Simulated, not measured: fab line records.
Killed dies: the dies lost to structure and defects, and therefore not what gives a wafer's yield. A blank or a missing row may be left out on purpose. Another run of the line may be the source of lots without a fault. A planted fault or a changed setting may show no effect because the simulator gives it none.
fab line records -- flow n5Finfet
record lots=9, wafers=26, lastDay=19
route steps=1938 shown FIN_SAQP@113 BEOL_M4@1111
lots with no fault: from the same line, run without faults
startH: hours from the record's first day to the start of the lot's first wafer shown -- waitH: time in hours since the lot's previous step -- " same as the row above -- L1.1+2: a single row standing in for several wafers -- - no value, or no start given -- * or withheld: withheld -- < > ~ a bound
route shown NAME@n: names a module that has steps shown in the file, with the first one's number in the route -- usual: mean and standard deviation over wafers with no fault -- same: alike in all rows -- chamber/n: place in a boat -- sites: readings site by site -- _std_site: the standard deviation of these -- _edge_site: outer sites' mean less inner sites' -- radiusMm: how far each site lies from the wafer's centre -- mask NAME#n: copy n -- behind: the last tool/chamber to shape the wafer -- hold: why the lot was held/for how many hours/how that ended -- device: the transistor (n, p or np) that didn't switch -- end of line: tests run on the same wafers once the route is complete -- a step with no rows: only its recipe -- killed: count of dies lost to structure and defects at first sort (not the wafer's yield) -- map: a wafer's dies, x killed, . not, _ none there
set.NAME: the setting as run; set.NAME@STEP: as run at that earlier step -- model.NAME: the simulator's own value behind a step, which no gauge read
route steps across a sampled set of lots; one table per step, one row per wafer
services: the hour from which a tool's chamber was out of use, counted from the record's first day as startH (under 0 if before that day), plus the number of hours and why
## steps
# step N5_FIN_SAQP_INSPECT_18
# recipe mode=adi, inspectInstrument=brightfield
# usual rawDefectCount=438/140
lot.wafer,tool,chamber,startH,waitH,rawDefectCount
L801.1,defectInspect-02,-,23.26,0.0,497
L801.3,defectInspect-02,-,23.26,0.0,530
L801.6,defectInspect-02,-,23.26,0.0,565
L802.2,defectInspect-02,-,27.92,0.0,433
L802.4,defectInspect-02,-,27.92,0.0,230
L802.6,defectInspect-02,-,27.92,0.0,342
L805.1,defectInspect-02,-,46.44,0.0,979
L805.3,defectInspect-02,-,46.44,0.0,839
L805.4,defectInspect-02,-,46.44,0.0,922
L806.1,defectInspect-02,-,52.54,0.0,358
L806.4,defectInspect-02,-,52.54,0.0,619
L806.6,defectInspect-02,-,52.54,0.0,260
L807.1,defectInspect-02,-,58.16,0.0,541
L807.4,defectInspect-02,-,58.16,0.0,426
L807.6,defectInspect-02,-,58.16,0.0,400
L811.1,defectInspect-01,-,82.35,0.0,258
L811.4,defectInspect-01,-,82.35,0.0,271
L811.6,defectInspect-01,-,82.35,0.0,240
L817.3,defectInspect-02,-,119.96,0.0,445
L817.5,defectInspect-02,-,119.96,0.0,479
L821.1,defectInspect-01,-,141.45,0.0,314
L821.2,defectInspect-01,-,141.45,0.0,524
L821.5,defectInspect-01,-,141.45,0.0,455
L824.2,defectInspect-01,-,160.04,0.0,430
L824.3,defectInspect-01,-,160.04,0.0,411
L824.6,defectInspect-01,-,160.04,0.0,385
# step N5_FIN_SAQP_MANDREL_ETCH_22
# recipe targetDepthA=600, chemistry=HBr/Cl2, target=a-Si, stopOn=SiNx, btTimeS=10, overEtchFrac=0.5, timeS=30, pressureMtorr=10, icpW=800, biasW=75, HBr_flow_sccm=150, Cl2_flow_sccm=80, ends=endPoint
# usual biasW=75.04/0.23, drypumpMotorCurrentA=5.8/0.44, oesProductAu=0.772/0.017, throttleValvePct=35.4/0.34
lot.wafer,tool,chamber,startH,waitH,biasW,drypumpMotorCurrentA,oesProductAu,rfHoursCounterH,throttleValvePct
L801.1,rieSi-01,3,23.65,0.0,75.28,5.5,0.752,54,35.0
L801.3,rieSi-01,1,23.65,0.0,74.92,6.3,0.734,63,35.4
L801.6,rieSi-01,3,23.65,0.0,75.02,5.5,0.759,-,34.9
L802.2,rieSi-01,2,28.23,0.0,75.11,5.5,0.771,87,35.8
L802.4,rieSi-01,1,28.23,0.0,75.32,6.3,0.751,63,35.4
L802.6,rieSi-01,2,28.23,0.0,75.12,5.6,0.776,-,35.8
L805.1,rieSi-04,0,46.86,0.0,75.40,5.7,0.778,39,35.0
L805.3,rieSi-04,1,46.86,0.0,75.06,5.7,0.742,43,35.4
L805.4,rieSi-04,3,46.86,0.0,74.44,5.6,0.790,130,36.0
L806.1,rieSi-04,1,53.39,0.0,74.89,5.7,0.742,43,35.4
L806.4,rieSi-04,2,53.39,0.0,74.78,5.8,0.775,109,35.0
L806.6,rieSi-04,2,53.39,0.0,75.10,5.7,0.791,-,35.0
L807.1,rieSi-05,2,58.47,0.0,74.82,6.6,0.764,127,35.7
L807.4,rieSi-05,3,58.47,0.0,74.72,6.2,0.779,92,35.2
L807.6,rieSi-05,0,58.47,0.0,74.99,5.1,0.787,-,35.0
L811.1,rieSi-05,1,82.70,0.0,74.63,5.2,0.797,74,35.6
L811.4,rieSi-05,0,82.70,0.0,74.94,5.1,0.792,55,35.0
L811.6,rieSi-05,0,82.70,0.0,75.37,5.1,0.786,-,35.0
L817.3,rieSi-05,1,120.27,0.0,74.95,5.2,0.795,74,35.6
L817.5,rieSi-05,2,120.27,0.0,75.12,6.6,0.784,-,35.7
L821.1,rieSi-04,2,141.76,0.0,74.90,5.8,0.783,111,35.0
L821.2,rieSi-04,1,141.76,0.0,75.01,5.7,0.743,45,35.4
L821.5,rieSi-04,2,141.76,0.0,74.89,5.8,0.791,-,35.0
L824.2,rieSi-01,2,160.38,0.0,74.87,5.5,0.769,89,35.8
L824.3,rieSi-01,3,160.38,0.0,74.90,5.5,0.756,56,34.9
L824.6,rieSi-01,2,160.38,0.0,75.06,5.5,0.770,-,35.8
# step N5_FIN_SAQP_ETCH_57
# recipe chemistry=CH3F/O2, target=SiNx, maskMaterial=SiO2, targetDepthA=325, timeS=46.4, pressureMtorr=30, sourceW=395, biasW=73, Ar_flow_sccm=150, CH3F_flow_sccm=30, O2_flow_sccm=20, ionEnergyEv=120, ends=cleared
# usual biasW=72.98/0.22, drypumpMotorCurrentA=5.8/0.5, etchRfOnTimeS=47.0/1, oesProductAu=0.64/0.058, rfVppV=299/4.6, showerheadPlenumPTorr=1.98/0.068, throttleValvePct=16.39/0.22
lot.wafer,tool,chamber,startH,waitH,biasW,drypumpMotorCurrentA,etchRfOnTimeS,oesProductAu,rfHoursCounterH,rfVppV,showerheadPlenumPTorr,throttleValvePct
L801.1,rieDiel-03,2,26.33,0.0,72.97,5.3,44.7,0.72,69,300,1.95,15.95
L801.3,rieDiel-03,3,26.33,0.0,72.85,6.5,46.9,0.64,155,298,2.07,16.23
L801.6,rieDiel-03,0,26.33,0.0,73.14,5.5,47.4,0.62,-,298,1.92,16.30
L802.2,rieDiel-04,1,30.49,0.0,73.26,6.4,48.4,0.59,202,305,2.07,16.37
L802.4,rieDiel-04,2,30.49,0.0,72.74,5.6,46.9,0.65,143,307,1.92,16.48
L802.6,rieDiel-04,3,30.49,0.0,73.12,5.2,47.2,0.64,-,306,1.91,16.18
L805.1,rieDiel-04,1,49.00,0.0,72.74,6.4,48.5,0.59,208,306,2.07,16.38
L805.3,rieDiel-04,0,49.00,0.0,72.92,6.0,47.0,0.68,87,297,2.02,16.61
L805.4,rieDiel-04,2,49.00,0.0,73.18,5.6,46.3,0.65,149,308,1.92,16.51
L806.1,rieDiel-01,2,56.42,0.1,73.03,6.6,46.5,0.68,107,297,1.93,16.58
L806.4,rieDiel-01,1,56.42,0.1,73.14,5.8,47.7,0.58,237,301,1.96,16.72
L806.6,rieDiel-01,0,56.42,0.1,72.66,6.4,47.8,0.64,-,291,2.09,16.57
L807.1,rieDiel-01,3,60.52,0.0,72.99,5.9,46.5,0.58,247,295,1.97,16.33
L807.4,rieDiel-01,2,60.52,0.0,73.17,6.6,47.2,0.68,109,296,1.93,16.58
L807.6,rieDiel-01,3,60.52,0.0,73.06,5.9,47.7,0.58,-,297,1.97,16.34
L811.1,rieDiel-04,0,85.87,0.2,73.46,6.0,48.2,0.67,100,296,2.02,16.66
L811.4,rieDiel-04,1,85.87,0.2,73.03,6.4,49.9,0.58,221,304,2.07,16.40
L811.6,rieDiel-04,1,85.87,0.2,72.99,6.4,49.7,0.58,-,305,2.07,16.37
L817.3,rieDiel-01,0,122.81,0.0,72.62,6.4,37.5,0.62,171,291,2.08,16.61
L817.5,rieDiel-01,0,122.81,0.0,72.56,6.4,38.1,0.61,-,291,2.08,16.63
L821.1,rieDiel-03,1,143.55,0.0,73.24,5.2,46.8,0.59,238,300,2.06,16.40
L821.2,rieDiel-03,0,143.55,0.0,72.87,5.6,47.6,0.59,212,297,1.90,16.37
L821.5,rieDiel-03,0,143.55,0.0,73.19,5.7,47.5,0.59,-,298,1.90,16.36
L824.2,rieDiel-01,2,163.06,0.0,72.82,6.5,46.0,0.66,150,296,1.91,16.65
L824.3,rieDiel-01,3,163.06,0.0,73.17,5.9,44.9,0.80,27,296,1.96,15.89
L824.6,rieDiel-01,1,163.06,0.0,72.99,5.8,45.4,0.79,-,300,1.95,16.24
# step N5_FIN_SAQP_RECESS_63
# recipe chemistry=HF/NH3, target=SiO2, targetDepthA=180, afsCycles=3, tempC=30, sublimationTempC=180, sublimationTimeS=60
# usual drypumpMotorCurrentA=6.23/0.27
lot.wafer,tool,chamber,startH,waitH,drypumpMotorCurrentA
L801.1,vaporEtch-01,0,26.55,0.1,5.93
L801.3,vaporEtch-01,0,26.55,0.1,5.94
L801.6,vaporEtch-01,1,26.55,0.1,6.59
L802.2,vaporEtch-01,0,30.71,0.1,5.94
L802.4,vaporEtch-01,0,30.71,0.1,5.92
L802.6,vaporEtch-01,0,30.71,0.1,5.92
L805.1,vaporEtch-02,0,49.22,0.1,6.17
L805.3,vaporEtch-02,1,49.22,0.1,6.18
L805.4,vaporEtch-02,0,49.22,0.1,6.18
L806.1,vaporEtch-01,1,56.64,0.1,6.59
L806.4,vaporEtch-01,0,56.64,0.1,5.95
L806.6,vaporEtch-01,0,56.64,0.1,5.93
L807.1,vaporEtch-01,0,60.74,0.1,5.94
L807.4,vaporEtch-01,0,60.74,0.1,5.95
L807.6,vaporEtch-01,0,60.74,0.1,5.95
L811.1,vaporEtch-02,0,86.09,0.1,6.16
L811.4,vaporEtch-02,1,86.09,0.1,6.20
L811.6,vaporEtch-02,0,86.09,0.1,6.12
L817.3,vaporEtch-02,0,123.15,0.2,6.13
L817.5,vaporEtch-02,0,123.15,0.2,6.16
L821.1,vaporEtch-02,0,143.77,0.1,6.14
L821.2,vaporEtch-02,1,143.77,0.1,6.17
L821.5,vaporEtch-02,1,143.77,0.1,6.19
L824.2,vaporEtch-02,0,163.29,0.1,6.12
L824.3,vaporEtch-02,1,163.29,0.1,6.19
L824.6,vaporEtch-02,0,163.29,0.1,6.14
# step N5_FIN_SAQP_ETCH_69
# recipe chemistry=N2/H2, target=SOC, targetDepthA=1500, stopOn=SiNx, ionEnergyEv=100, biasW=61, pressureMtorr=30, sourceW=850, n2FlowSccm=200, h2FlowSccm=200
# usual biasW=61.01/0.18, drypumpMotorCurrentA=5.9/0.49, oesProductAu=0.76/0.084, rfVppV=240.4/1.4, showerheadPlenumPTorr=2.52/0.084, throttleValvePct=17.86/0.29
lot.wafer,tool,chamber,startH,waitH,biasW,drypumpMotorCurrentA,oesProductAu,rfHoursCounterH,rfVppV,showerheadPlenumPTorr,throttleValvePct
L801.1,rieDiel-01,0,27.17,-,60.86,6.4,0.75,137,242.3,2.64,17.93
L801.3,rieDiel-01,3,27.17,-,61.17,6.0,0.69,235,240.7,2.48,17.57
L801.6,rieDiel-01,2,27.17,-,61.13,6.6,0.81,-,240.8,2.46,18.21
L802.2,rieDiel-03,3,31.23,-,61.15,6.5,0.74,156,242.2,2.66,17.88
L802.4,rieDiel-03,0,31.23,-,60.61,5.6,0.72,173,239.6,2.45,17.85
L802.6,rieDiel-03,0,31.23,-,60.85,5.6,0.71,-,239.4,2.45,17.87
L805.1,rieDiel-04,3,49.67,-,61.18,5.2,0.73,185,237.8,2.41,17.58
L805.3,rieDiel-04,2,49.67,-,61.08,5.6,0.75,149,240.5,2.44,17.98
L805.4,rieDiel-04,1,49.67,-,60.84,6.4,0.68,208,240.9,2.63,17.89
L806.1,rieDiel-04,0,57.09,-,60.88,6.0,0.79,90,241.4,2.57,18.18
L806.4,rieDiel-04,2,57.09,-,61.14,5.6,0.74,152,239.5,2.43,18.00
L806.6,rieDiel-04,1,57.09,-,60.92,6.4,0.68,-,241.9,2.63,17.90
L807.1,rieDiel-03,3,61.19,-,61.02,6.5,0.74,168,242.3,2.65,17.92
L807.4,rieDiel-03,1,61.19,-,61.15,5.2,0.70,213,243.1,2.63,17.82
L807.6,rieDiel-03,2,61.19,-,60.91,5.3,0.80,-,238.5,2.46,17.41
L811.1,rieDiel-04,0,86.54,-,60.68,6.0,0.77,101,240.1,2.56,18.19
L811.4,rieDiel-04,2,86.54,-,61.21,5.6,0.73,163,239.3,2.43,18.02
L811.6,rieDiel-04,2,86.54,-,60.84,5.6,0.73,-,239.9,2.43,18.01
L817.3,rieDiel-01,2,123.48,-,60.86,6.5,0.77,137,240.2,2.44,18.26
L817.5,rieDiel-01,0,123.48,-,61.15,6.4,0.72,-,241.9,2.63,17.99
L821.1,rieDiel-04,3,144.22,-,61.32,5.2,0.69,223,240.1,2.40,17.62
L821.2,rieDiel-04,1,144.22,-,60.88,6.4,0.66,245,241.8,2.62,17.96
L821.5,rieDiel-04,0,144.22,-,61.24,6.0,0.76,-,241.4,2.56,18.21
L824.2,rieDiel-01,1,163.74,-,61.06,5.7,0.89,20,238.4,2.49,17.75
L824.3,rieDiel-01,0,163.74,-,60.97,6.5,0.70,184,241.4,2.62,18.00
L824.6,rieDiel-01,0,163.74,-,61.16,6.5,0.70,-,242.1,2.62,18.01
# step N5_BEOL_M4_RC_MEAS_101
# usual DIBL_N=35.8/1.7, DIBL_P=35.3/2, IOFF_N=0.150/0.026, IOFF_P=0.194/0.029, ION_N=667/11, ION_P=456/7.1, SS_N=71.4/0.65, SS_P=73.1/0.64, VT_N=251/3, VT_P=-252/3.2
lot.wafer,tool,chamber,startH,waitH,DIBL_N[mV/V],DIBL_P[mV/V],IOFF_N[nA/um],IOFF_P[nA/um],ION_N[uA/um],ION_P[uA/um],SS_N[mV/dec],SS_P[mV/dec],VT_N[mV],VT_P[mV]
L801.1,prober-01,0,209.88,0.0,36.5,36.8,0.156,0.193,678,461,72.2,73.0,253,-252
L801.3,prober-01,0,209.88,0.0,32.5,32.0,0.103,0.136,649,447,70.9,71.8,258,-258
L801.6,prober-01,0,209.88,0.0,35.6,36.5,0.150,0.190,675,466,71.2,74.1,250,-254
L802.2,prober-01,0,242.50,0.2,37.5,35.6,0.165,0.191,659,444,72.8,73.9,253,-255
L802.4,prober-01,0,242.50,0.2,38.0,37.8,0.195,0.236,665,447,72.9,74.3,246,-248
L802.6,prober-01,0,242.50,0.2,35.9,35.0,0.141,0.187,644,442,72.0,72.9,253,-253
L805.1,prober-02,0,244.26,0.0,36.4,35.5,0.157,0.188,673,457,71.0,72.8,251,-249
L805.3,prober-02,0,244.26,0.0,37.6,37.3,0.187,0.220,688,463,71.5,73.7,246,-249
L805.4,prober-02,0,244.26,0.0,34.9,33.0,0.123,0.159,658,450,70.8,73.2,256,-253
L806.1,prober-02,0,248.07,0.0,33.9,32.9,0.125,0.150,669,448,71.4,72.4,255,-255
L806.4,prober-02,0,248.07,0.0,31.8,31.0,0.097,0.135,644,443,69.8,72.2,256,-257
L806.6,prober-02,0,248.07,0.0,34.2,33.7,0.125,0.157,662,453,71.0,72.5,253,-254
L807.1,prober-02,0,260.43,0.0,34.8,34.4,0.118,0.165,659,450,70.4,72.9,254,-255
L807.4,prober-02,0,260.43,0.0,35.6,35.2,0.126,0.167,649,448,71.1,72.2,254,-256
L807.6,prober-02,0,260.43,0.0,34.6,33.4,0.110,0.152,638,445,70.9,72.4,257,-259
L811.1,prober-02,0,276.82,0.0,33.9,32.9,0.124,0.169,660,451,71.0,72.6,254,-252
L811.4,prober-02,0,276.82,0.0,35.7,34.6,0.149,0.199,673,465,70.5,72.7,252,-251
L811.6,prober-02,0,276.82,0.0,36.5,34.1,0.156,0.182,665,450,70.8,72.6,251,-254
L817.3,prober-01,0,313.59,0.3,34.5,34.0,0.121,0.179,650,454,71.1,73.7,254,-250
L817.5,prober-01,0,313.59,0.3,36.1,35.3,0.143,0.204,668,455,71.9,72.8,253,-251
L821.1,prober-01,0,338.72,0.0,33.6,33.6,0.139,0.173,664,454,70.7,72.6,250,-253
L821.2,prober-01,0,338.72,0.0,33.7,32.3,0.123,0.147,652,452,70.9,71.9,254,-257
L821.5,prober-01,0,338.72,0.0,33.3,32.0,0.122,0.149,652,445,70.9,72.5,251,-256
L824.2,prober-02,0,349.58,0.2,36.4,37.8,0.167,0.192,676,457,71.4,73.8,247,-252
L824.3,prober-02,0,349.58,0.2,32.1,30.6,0.103,0.114,649,443,70.6,71.6,255,-260
L824.6,prober-02,0,349.58,0.2,38.1,38.0,0.195,0.186,674,452,72.7,73.5,247,-255
## services
tool,chamber,startH,hours,kind
rieSi-01,0,1.77,15.4,repair
rieDiel-03,-,2.20,0.9,repair
rieSi-05,-,3.06,0.2,repair
rieSi-05,1,31.52,5.2,repair
rieDiel-01,3,67.27,-,clean
rieDiel-01,3,67.27,-,consumableReplace:focusRing
rieDiel-01,3,67.27,21.9,scheduledDown
rieDiel-01,3,67.27,21.9,ventCycle
rieDiel-03,3,86.91,5.4,repair
rieDiel-01,1,89.16,-,clean
rieDiel-01,1,89.16,-,consumableReplace:focusRing
rieDiel-01,1,89.16,14.5,scheduledDown
rieDiel-01,1,89.16,14.5,ventCycle
rieDiel-01,0,100.51,13.7,repair
rieDiel-04,2,110.41,45.9,repair
rieDiel-04,-,115.75,0.4,repair
rieSi-04,0,136.64,1.9,repair
rieDiel-04,1,156.64,-,clean
rieDiel-04,1,156.64,-,consumableReplace:focusRing
rieDiel-04,1,156.64,21.8,scheduledDown
rieDiel-04,1,156.64,21.8,ventCycle
rieDiel-04,0,159.67,9.2,repair
## key
firstSign step=N5_FIN_SAQP_ETCH_57, reading=etchRfOnTimeS, direction=down, sigmas=9, usual=*, struck=*
effect none on later readings
metAt N5_FIN_SAQP_MANDREL_ETCH_22
struckLots L817
struckWafers L817.3,L817.5
notActingAt N5_FIN_SAQP_INSPECT_18,N5_FIN_SAQP_RECESS_63,N5_FIN_SAQP_ETCH_69
onsetBetween 82.70 120.27
fault kind=processParameterDrift, tool=rieSi-05, chamber=-, onsetH=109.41, steps=N5_FIN_SAQP_MANDREL_ETCH_22, channel=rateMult, offset=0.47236, shape=step, endH=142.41, scope=struckWafersOnly
